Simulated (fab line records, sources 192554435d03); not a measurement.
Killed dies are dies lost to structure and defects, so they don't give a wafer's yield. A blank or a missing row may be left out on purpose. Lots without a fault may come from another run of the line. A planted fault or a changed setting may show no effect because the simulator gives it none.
Chamber matching | flow n5_finfet | N5_BEOL_M10_ILD_DEP_00 on pecvd-02: 3 sister chambers
The step deposits SiCOH lowk from DEMS/porogen, target thk 308.51 nm, time 58 s. 6 wafers are shown with their chamber, then 8 later ones without.

WAFERS WITH THEIR CHAMBER
wafer  | chamber | throttle_valve_pct (%) | heater_power_w (W)
L076.3 | 1       | 14.6                   | 266
L078.6 | 1       | 14.7                   | 300
L086.5 | 2       | 14.0                   | 251
L085.1 | 2       | 13.9                   | 235
L085.6 | 0       | 14.5                   | 343
L092.1 | 0       | 14.6                   | 338

WAFERS WITHOUT THEIR CHAMBER
wafer  | throttle_valve_pct (%) | heater_power_w (W)
L092.2 | 14.2                   | 245
L092.4 | 14.4                   | 342
L096.1 | 14.9                   | 282
L096.5 | 14.4                   | 313
L096.6 | 14.0                   | 233
L097.1 | 14.5                   | 327
L097.2 | 14.7                   | 317
L097.6 | 14.6                   | 335

WHICH CHAMBER EACH WENT THROUGH
wafer  | from the rows above     | in truth
L092.2 | 2                       | 2
L092.4 | 0                       | 0
L096.1 | 1                       | 1
L096.5 | can't be placed: 0 or 1 | 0
L096.6 | 2                       | 2
L097.1 | 0                       | 0
L097.2 | can't be placed: 1 or 0 | 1
L097.6 | 0                       | 0
Placed correctly: 6 of 8. Can't be placed from these rows: 2 (the true chamber is among the candidates in 2). Placed wrongly: 0.
How it was worked out, from the rows above alone: a wafer's distance from a chamber is the root of the sum, over the readings, of the square of ((its reading less the chamber's mean) divided by the reading's scatter). The wafer belongs to the nearest chamber; if the next one is less than 2 further off, it can't be placed. A chamber's mean is the mean of its shown wafers. The scatter: the root of (the sum of the squares of (reading less its chamber's mean) over the shown wafers, divided by (wafers less chambers)).
